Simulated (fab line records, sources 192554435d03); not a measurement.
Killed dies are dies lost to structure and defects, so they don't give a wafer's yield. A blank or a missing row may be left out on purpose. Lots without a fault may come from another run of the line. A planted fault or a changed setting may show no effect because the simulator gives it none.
fab line records | flow n5_finfet | part 1 of 2: steps 1 to 15 of 16
record lots=7 wafers=21 last_day=20
route steps=1938 shown BEOL_M4@1069 PASSIVATION@1936
lots that met no fault: from a run of the same line without faults
start_h: hours from the record's first day to the start of the lot's first wafer shown | wait_h: hours since the lot's step before | " the same as in the row above | L1.1+2: a row that stands for several wafers | - no value, or no start given | * or withheld: withheld | < > ~ a bound
route shown NAME@n: a module of which the file shows steps, and the number in the route of the first | usual: mean/standard deviation of fault-free wafers | same: alike in all rows | chamber/n: place in a boat | sites: the reading at each site | _std_site: their standard deviation | _edge_site: outer sites' mean less inner sites' | radius_mm: how far each site lies from the wafer's centre | mask NAME#n: copy n | behind: the tool/chamber that last shaped the wafer | hold: why the lot was held/for how many hours/how that ended | device: the transistor (n, p or np) that didn't switch | end of line: the same wafers' tests at the end of the route | a step without rows: its recipe alone | killed: dies lost to structure and defects at the first sort, not the wafer's yield | map: a wafer's dies, x killed, . not, _ none there
set.NAME: the setting as run; set.NAME@STEP: as run at that earlier step | model.NAME: the simulator's own value behind a step, which no gauge read
lots at some steps of the route; a table a step, a row a wafer
services: from which hour (start_h, from the record's first day; less than 0 if before it) a tool's chamber was out of use, for how many hours, and why
## steps
# step N5_BEOL_M4_STRIP_36
# recipe chemistry=N2/H2 power_w=450 temp_c=40 pressure_mtorr=20 rf_frequency_hz=6e+07 overash_fraction=0.3 bias_power_w=7 h2_frac=0.5 n2_flow_sccm=200 h2_flow_sccm=200
# step N5_BEOL_M4_TRENCH_ETCH_37
# recipe chemistry=C4F6/O2 target_depth_a=555.55 target=SiOC time_s=29.2 ion_energy_ev=250 pressure_mtorr=30 source_w=355 bias_w=185 Ar_flow_sccm=300 C4F6_flow_sccm=10 O2_flow_sccm=10
# usual drypump_motor_current_A=5.9/0.57 oes_f_703_au=0.82/0.08 oes_product_au=0.83/0.08 rf_vpp_V=671/16 showerhead_plenum_p_Torr=2.87/0.13 throttle_valve_pct=20.76/0.28
# columns lot.wafer tool chamber start_h wait_h drypump_motor_current_A oes_f_703_au oes_product_au rf_hours_counter_h rf_vpp_V showerhead_plenum_p_Torr throttle_valve_pct
L518.1 rie_diel-03 0 - - 5.0 0.66 0.69 233 703 2.81 20.60
L518.2 " 2 " " 5.7 0.94 0.93 21 678 3.03 20.80
L518.5 " 1 " " 6.3 0.86 0.85 - 650 2.76 21.05
L527.1 rie_diel-02 2 - - 6.5 0.73 0.73 186 683 2.70 20.77
L527.4 " 1 " " 5.6 0.83 0.84 61 658 2.76 20.46
L527.5 " 2 " " 6.5 0.72 0.73 - 682 2.70 20.78
L523.2 rie_diel-03 3 - - 6.0 0.94 0.93 32 681 3.01 20.55
L523.3 " 0 " " 5.0 0.90 0.96 2 701 2.80 20.34
L523.4 " 1 " " 6.3 0.82 0.81 101 650 2.74 21.11
L526.2 rie_diel-02 0 - - 5.3 0.79 0.79 81 674 3.02 21.10
L526.3 " 3 " " 6.8 0.81 0.77 116 664 2.97 20.95
L526.6 " 2 " " 6.4 0.72 0.73 - 682 2.70 20.77
L530.4 rie_diel-03 3 - - 5.9 0.92 0.92 35 681 3.01 20.55
L530.5 " 1 " " 6.3 0.81 0.81 - 650 2.74 21.12
L530.6 " 2 " " 5.7 0.89 0.89 - 679 3.02 20.82
L536.2 rie_diel-02 2 - - 6.5 0.71 0.72 207 683 2.69 20.81
L536.5 " 1 " " 5.6 0.81 0.82 - 656 2.75 20.50
L536.6 " 0 " " 5.3 0.77 0.78 - 672 3.01 21.11
L537.2 rie_diel-02 1 - - 5.6 0.80 0.81 90 656 2.74 20.49
L537.3 " 2 " " 6.5 0.71 0.72 217 679 2.69 20.80
L537.5 " 0 " " 5.3 0.76 0.76 - 673 3.01 21.12
# step N5_BEOL_M4_ETCH_41
# recipe chemistry=CH3F/O2 target=SiCN target_depth_a=299 taper_deg=2 time_s=52.5 ion_energy_ev=120 mask_material=TiN pressure_mtorr=30 source_w=395 bias_w=75 Ar_flow_sccm=150 CH3F_flow_sccm=30 O2_flow_sccm=20
# step N5_BEOL_M4_STRIP_97
# recipe chemistry=N2/H2 time_s=10 power_w=450 temp_c=40 pressure_mtorr=20 rf_frequency_hz=6e+07 bias_power_w=7 n2_flow_sccm=200 h2_flow_sccm=200
# usual drypump_motor_current_A=5.9/0.57 h2_flow_sccm=200.0/0.58 oes_product_au=0.82/0.079 rf_vpp_V=59.3/0.82 showerhead_plenum_p_Torr=2.57/0.11 throttle_valve_pct=23.65/0.3
# columns lot.wafer tool chamber start_h wait_h drypump_motor_current_A h2_flow_sccm oes_product_au rf_hours_counter_h rf_vpp_V showerhead_plenum_p_Torr throttle_valve_pct
L518.1 rie_diel-03 0 - - 5.0 200.2 0.69 233 58.3 2.50 23.45
L518.2 " 2 " " 5.7 200.2 0.94 21 60.2 2.69 23.37
L518.5 " 1 " " 6.3 200.0 0.83 - 58.2 2.48 24.05
L527.1 rie_diel-02 2 - - 6.5 200.1 0.75 186 59.8 2.42 23.81
L527.4 " 1 " " 5.6 200.8 0.85 61 58.2 2.48 23.55
L527.5 " 2 " " 6.5 198.9 0.74 - 57.3 2.42 23.81
L523.2 rie_diel-03 3 - - 5.9 200.4 0.91 32 58.8 2.70 23.50
L523.3 " 0 " " 5.0 199.8 0.94 2 59.2 2.49 23.31
L523.4 " 1 " " 6.3 200.5 0.80 101 58.5 2.46 24.11
L526.2 rie_diel-02 0 - - 5.3 199.5 0.79 81 59.4 2.68 23.70
L526.3 " 3 " " 6.8 199.9 0.76 116 59.7 2.67 23.98
L526.6 " 2 " " 6.5 199.5 0.74 - 57.9 2.42 23.80
L530.4 rie_diel-03 3 - - 6.0 200.1 0.91 35 61.1 2.70 23.51
L530.5 " 1 " " 6.3 200.3 0.79 - 59.4 2.46 24.10
L530.6 " 2 " " 5.7 200.3 0.90 - 61.1 2.68 23.41
L536.2 rie_diel-02 2 - - 6.5 200.2 0.72 207 60.2 2.41 23.83
L536.5 " 1 " " 5.6 200.4 0.81 - 56.8 2.47 23.60
L536.6 " 0 " " 5.3 200.2 0.77 - 59.7 2.67 23.70
L537.2 rie_diel-02 1 - - 5.6 200.1 0.82 91 59.0 2.47 23.58
L537.3 " 2 " " 6.5 200.1 0.72 217 59.0 2.41 23.83
L537.5 " 0 " " 5.3 200.5 0.77 - 59.2 2.67 23.72
# step N5_BEOL_M4_OCD_MEAS_38
# usual trench_depth_nm=55.8/1.1
# columns lot.wafer tool chamber start_h wait_h trench_depth_nm
L518.1 ocd-01 - 224.63 - 55.3
L518.2 " - " " 56.0
L518.5 " - " " 57.0
L527.1 ocd-02 - 284.77 - 55.0
L527.4 " - " " 54.8
L527.5 " - " " 54.8
L523.2 ocd-02 - 294.73 - 57.7
L523.3 " - " " 56.4
L523.4 " - " " 56.3
L526.2 ocd-01 - 298.41 - 54.8
L526.3 " - " " 56.8
L526.6 " - " " 55.2
L530.4 ocd-01 - 301.93 - 57.6
L530.5 " - " " 56.1
L530.6 " - " " 55.6
L536.2 ocd-02 - 339.00 - 55.4
L536.5 " - " " 55.5
L536.6 " - " " 54.5
L537.2 ocd-01 - 363.83 - 54.3
L537.3 " - " " 55.0
L537.5 " - " " 53.4
# step N5_BEOL_M4_HM_STRIP_39
# recipe chemistry=peroxide_tin_strip material=TiN target_depth_a=250 temp_c=50 time_s=158
# step N5_BEOL_M4_SRD_40
# recipe time_s=30 temp_c=23 rinse_liquid=diw dry=ipa_marangoni
# step N5_BEOL_M4_PRECLEAN_42
# recipe chemistry=residue_remover time_s=60 temp_c=40
# step N5_BEOL_M4_SRD_43
# recipe time_s=30 temp_c=23 rinse_liquid=diw dry=ipa_marangoni
# step N5_BEOL_M4_CD_MEAS_35
# recipe target_cd_nm=18 target_cd_y_nm=22.4 polarity=opening
# usual cd_nm=18.0/0.34
# columns lot.wafer tool chamber start_h wait_h cd_nm
L518.1 cd_sem-01 - 224.79 0.0 17.8
L518.2 " - " " 18.0
L518.5 " - " " 18.2
L527.1 cd_sem-02 - 284.92 0.0 18.0
L527.4 " - " " 17.7
L527.5 " - " " 18.1
L523.2 cd_sem-03 - 294.88 0.0 18.2
L523.3 " - " " 18.0
L523.4 " - " " 17.9
L526.2 cd_sem-02 - 298.57 0.0 18.3
L526.3 " - " " 17.9
L526.6 " - " " 17.6
L530.4 cd_sem-01 - 302.09 0.0 17.8
L530.5 " - " " 18.5
L530.6 " - " " 18.0
L536.2 cd_sem-02 - 339.17 0.0 18.0
L536.5 " - " " 18.0
L536.6 " - " " 18.2
L537.2 cd_sem-02 - 363.99 0.0 18.1
L537.3 " - " " 17.8
L537.5 " - " " 18.4
# step N5_BEOL_M4_DEGAS_44
# recipe ambient=vacuum temp_c=250 time_s=60
# usual heater_power_w=336/26
# columns lot.wafer tool chamber start_h wait_h heater_power_w
L518.1 pvd_sputter-02 - 225.78 1.0 355
L518.2 " - " " 322
L518.5 " - " " 317
L527.1 pvd_sputter-01 - 285.29 0.4 328
L527.4 " - " " 322
L527.5 " - " " 325
L523.2 pvd_sputter-01 - 295.07 0.2 331
L523.3 " - " " 355
L523.4 " - " " 329
L526.2 pvd_sputter-03 - 299.02 0.4 363
L526.3 " - " " 304
L526.6 " - " " 313
L530.4 pvd_sputter-02 - 302.41 0.3 376
L530.5 " - " " 354
L530.6 " - " " 316
L536.2 pvd_sputter-02 - 339.73 0.6 313
L536.5 " - " " 311
L536.6 " - " " 380
L537.2 pvd_sputter-03 - 364.40 0.4 349
L537.3 " - " " 410
L537.5 " - " " 307
# step N5_BEOL_M4_PRE_CLEAN_45
# recipe gas=H2/He time_s=30 temp_c=250
# usual heater_power_w=336/26
# columns lot.wafer tool chamber start_h wait_h heater_power_w
L518.1 pvd_sputter-02 - 225.82 0.0 357
L518.2 " - " " 313
L518.5 " - " " 315
L527.1 pvd_sputter-01 - 285.33 0.0 324
L527.4 " - " " 317
L527.5 " - " " 326
L523.2 pvd_sputter-01 - 295.11 0.0 325
L523.3 " - " " 340
L523.4 " - " " 322
L526.2 pvd_sputter-03 - 299.06 0.0 349
L526.3 " - " " 308
L526.6 " - " " 313
L530.4 pvd_sputter-02 - 302.45 0.0 381
L530.5 " - " " 361
L530.6 " - " " 313
L536.2 pvd_sputter-02 - 339.77 0.0 312
L536.5 " - " " 305
L536.6 " - " " 376
L537.2 pvd_sputter-03 - 364.44 0.0 359
L537.3 " - " " 402
L537.5 " - " " 304
# step N5_BEOL_M4_ALD_84
# recipe material=TaN target_thk_a=* temp_c=275 ald_precursor_family=PDMAT ald_co_reactant=NH3 pressure_torr=3 carrier_flow_sccm=1500 pulse_time_s=2 purge_time_s=3 co_reactant_purge_time_s=2 co_reactant_pulse_time_s=3 ald_cycles=30 precursor_vessel_temp_c=75 precursor_vessel_pressure_torr=26.25 precursor_vessel_carrier_sccm=1000
# usual ald_cycles=30/0 chamber_pressure_Torr=3.000/0.0061 heater_power_w=406/47
# columns lot.wafer tool chamber start_h wait_h ald_cycles chamber_pressure_Torr heater_power_w
L518.1 ald_metal-01 2 225.98 0.1 30 2.998 404
L518.2 " 1 " " 30 2.991 424
L518.5 " 3 " " 30 2.991 402
L527.1 ald_metal-04 3 285.39 0.0 30 2.990 438
L527.4 " 2 " " 30 2.994 405
L527.5 " 0 " " 30 2.998 424
L523.2 ald_metal-04 1 295.17 0.0 - - -
L523.3 " 2 " " - - -
L523.4 " 0 " " - - -
L526.2 ald_metal-04 1 299.12 0.0 - - -
L526.3 " 0 " " - - -
L526.6 " 3 " " - - -
L530.4 ald_metal-04 1 302.53 0.1 - - -
L530.5 " 3 " " - - -
L530.6 " 2 " " - - -
L536.2 ald_metal-03 2 339.83 0.0 30 3.007 308
L536.5 " 2 " " 30 3.002 317
L536.6 " 3 " " 30 2.998 383
L537.2 ald_metal-03 3 364.52 0.1 30 3.002 382
L537.3 " 1 " " 30 3.007 442
L537.5 " 2 " " 30 2.994 317
# step N5_BEOL_M4_SURFACE_TREAT_85
# recipe gas=Ar time_s=* ion_energy_ev=* ion_current_ma_cm2=0.5 pressure_mtorr=* ar_flow_sccm=30
# usual throttle_valve_pct=*
# columns lot.wafer tool chamber start_h wait_h throttle_valve_pct
L518.1 pvd_sputter-02 - 226.30 0.2 *
L518.2 " - " " *
L518.5 " - " " *
L527.1 pvd_sputter-02 - 285.61 0.1 *
L527.4 " - " " *
L527.5 " - " " *
L523.2 pvd_sputter-03 - 295.46 0.2 *
L523.3 " - " " *
L523.4 " - " " *
L526.2 pvd_sputter-02 - 299.53 0.3 *
L526.3 " - " " *
L526.6 " - " " *
L530.4 pvd_sputter-01 - 302.79 0.2 *
L530.5 " - " " *
L530.6 " - " " *
L536.2 pvd_sputter-02 - 340.07 0.1 *
L536.5 " - " " *
L536.6 " - " " *
L537.2 pvd_sputter-02 - 364.80 0.2 *
L537.3 " - " " *
L537.5 " - " " *
# step N5_BEOL_M4_RC_MEAS_101
# usual DIBL_N=37.0/1.6 DIBL_P=37.0/2.1 IOFF_N=0.17/0.032 IOFF_P=0.22/0.043 ION_N=679/13 ION_P=465/9.5 SS_N=71.7/0.59 SS_P=73.6/0.64 VT_N=249/3.2 VT_P=-249/4.1
# columns lot.wafer tool chamber start_h wait_h DIBL_N[mV/V] DIBL_P[mV/V] IOFF_N[nA/um] IOFF_P[nA/um] ION_N[uA/um] ION_P[uA/um] SS_N[mV/dec] SS_P[mV/dec] VT_N[mV] VT_P[mV]
L518.1 prober-01 0 229.59 0.0 38.7 40.1 0.21 0.27 687 466 72.3 74.4 246 -250
L518.2 " 0 " " 36.7 37.1 0.17 0.22 680 462 71.7 73.4 248 -248
L518.5 " 0 " " 37.5 37.5 0.18 0.23 694 471 71.5 73.1 247 -250
L527.1 prober-01 0 289.07 0.0 39.7 42.0 0.23 0.27 693 471 72.8 74.5 243 -249
L527.4 " 0 " " 34.7 36.4 0.13 0.18 656 456 70.1 73.0 250 -253
L527.5 " 0 " " 38.4 39.7 0.19 0.23 675 462 71.6 74.8 248 -252
L536.2 prober-02 0 343.44 0.2 37.2 37.7 0.18 0.23 681 460 72.5 72.6 250 -248
L536.5 " 0 " " 37.1 37.8 0.19 0.24 675 460 71.9 74.1 248 -249
L536.6 " 0 " " 36.2 36.4 0.16 0.22 669 459 72.0 72.9 250 -249
L537.2 prober-01 0 368.06 0.2 37.4 37.4 0.17 0.23 680 463 72.0 73.3 249 -249
L537.3 " 0 " " 34.9 35.9 0.15 0.20 690 465 70.8 73.0 249 -253
L537.5 " 0 " " 36.4 36.4 0.17 0.21 680 466 71.1 73.7 247 -253
## key
first_sign step=N5_BEOL_M4_ALD_84 reading=tool_record direction=missing
effect step=N5_PASSIVATION_PROBE_49 reading=sort_bin_4_leakage direction=up sigmas=99+ usual=0.00 struck=89.97
more_kills_born_at N5_BEOL_M4_ALD_84@ald_metal-04=9553
met_at N5_BEOL_M4_ALD_84
struck_wafers L523.2,L523.3,L523.4,L526.2,L526.3,L526.6,L530.4,L530.5,L530.6
later_rows_left_out L523.2,L523.3,L523.4,L526.2,L526.3,L526.6,L530.4,L530.5,L530.6
onset_between 285.39 295.17
fault kind=skipped_step_whole tool=ald_metal-04 chamber=- onset_h=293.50 steps=N5_BEOL_M4_ALD_84 scope=struck_lots_only
# later_rows_left_out: the simulator's readings of these wafers behind a module that went badly wrong aren't trusted and aren't shown, but for the sort
